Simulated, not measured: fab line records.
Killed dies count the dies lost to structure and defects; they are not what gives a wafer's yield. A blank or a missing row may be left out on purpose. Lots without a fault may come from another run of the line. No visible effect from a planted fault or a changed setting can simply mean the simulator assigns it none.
3 desks looking at one fault ; flow nand_harc ; numbers are kept per desk, each desk with only its own; the story behind them comes last

## THE TOOL OWNER'S DESK: rie_diel-01
The tool's own readings at NHARC_A_M1_ETCH_35 (etches the open film in N2/H2, target depth 40 nm, overetch 12 nm, time 43.94 s): means of the sampled wafers that have a number, for each lot that ran on this tool. The brackets show how far a lot's mean lies from the usual mean; more than 4 standard deviations puts the lot out of limits, marked OUT.
Columns: A = drypump_motor_current_A at NHARC_A_M1_ETCH_35, usual 5.6 A; B = oes_product_au at NHARC_A_M1_ETCH_35, usual 0.999 a.u.; C = rf_fwd_power_W at NHARC_A_M1_ETCH_35, usual 395.3 W; D = rf_vpp_V at NHARC_A_M1_ETCH_35, usual 430.6 V; E = run_length_s at NHARC_A_M1_ETCH_35, usual 65.3 s; F = showerhead_plenum_p_Torr at NHARC_A_M1_ETCH_35, usual 2.04 Torr; G = throttle_valve_pct at NHARC_A_M1_ETCH_35, usual 14.170 %
lot;first seen here;A;B;C;D;E;F;G
L270;day 26 07:22;5.7;1.003;393.9;430.4;65.5;2.03;14.175
L276;day 28 12:50;5.9;0.988;393.9;433.0;56.1 (-23) OUT;2.15;14.175
L278;day 29 11:14;5.8;1.003;395.5;431.8;60.6 (-12) OUT;2.08;14.171
L285;day 32 03:43;5.8;1.008;394.7;431.0;65.3;2.08;14.178
Finding of this desk: L276, L278 out of limits; the first was L276 at day 28 12:50, on run_length_s at NHARC_A_M1_ETCH_35. L270, L285: within limits.

## FROM THE METROLOGY DESK
What the gauges read for every lot (on any tool): the sampled wafers with a number, averaged. The brackets show how far a lot's mean lies from the usual mean; more than 4 standard deviations puts the lot out of limits, marked OUT.
Columns: A = cd_nm at NHARC_A_M1_CD_MEAS_09, usual 120.3 nm; B = overlay_x_nm at NHARC_A_M1_OVL_MEAS_10, usual 0.0 nm; C = overlay_y_nm at NHARC_A_M1_OVL_MEAS_10, usual 0.2 nm
lot;first seen here;A;B;C
L270;day 26 07:05;121.1;2.0;0.5
L272;day 27 00:55;119.9;-1.3;-0.4
L276;day 28 12:33;120.1;-0.2;1.3
L278;day 29 10:57;120.4;-1.0;1.2
L282;day 30 20:58;120.6;1.5;-1.5
L285;day 32 03:26;120.1;-1.3;0.2
Result from this desk: across the 6 lots, nothing is out of limits.

## THE DEFECT DESK
Lot by lot, what the route's inspections counted, given as the mean of those sampled wafers with a number. The brackets show how far a lot's mean lies from the usual mean; more than 4 standard deviations puts the lot out of limits, marked OUT.
Columns: A = raw_defect_count at NHARC_A_M1_INSPECT_11, usual 89
lot;first seen here;A
L270;day 26 07:13;33
L272;day 27 01:02;98
L276;day 28 12:40;67
L278;day 29 11:04;110
L282;day 30 21:06;120
L285;day 32 03:34;133
Result from this desk: across the 6 lots, nothing is out of limits.

## TAKEN TOGETHER
An alarm could have come from the tool owner's desk at day 28 12:50, on L276, L278.
At the metrology desk, nothing out of limits was observed.
Nothing the defect desk looked at was out of limits.
The metrology desk holds a record of L276, L278, inside its limits.
The defect desk has L276, L278 on record, within its limits.
On rie_diel-01, each named lot ran NHARC_A_M1_ETCH_35.

## WHAT THE SIMULATOR HAD INSERTED
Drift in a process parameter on rie_diel-01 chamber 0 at NHARC_A_M1_ETCH_35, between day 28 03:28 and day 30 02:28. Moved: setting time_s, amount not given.
Shown lots that were struck: L276, L278.
Each desk's first reading out of limits, in hours after the fault started: the tool owner's desk, 9.
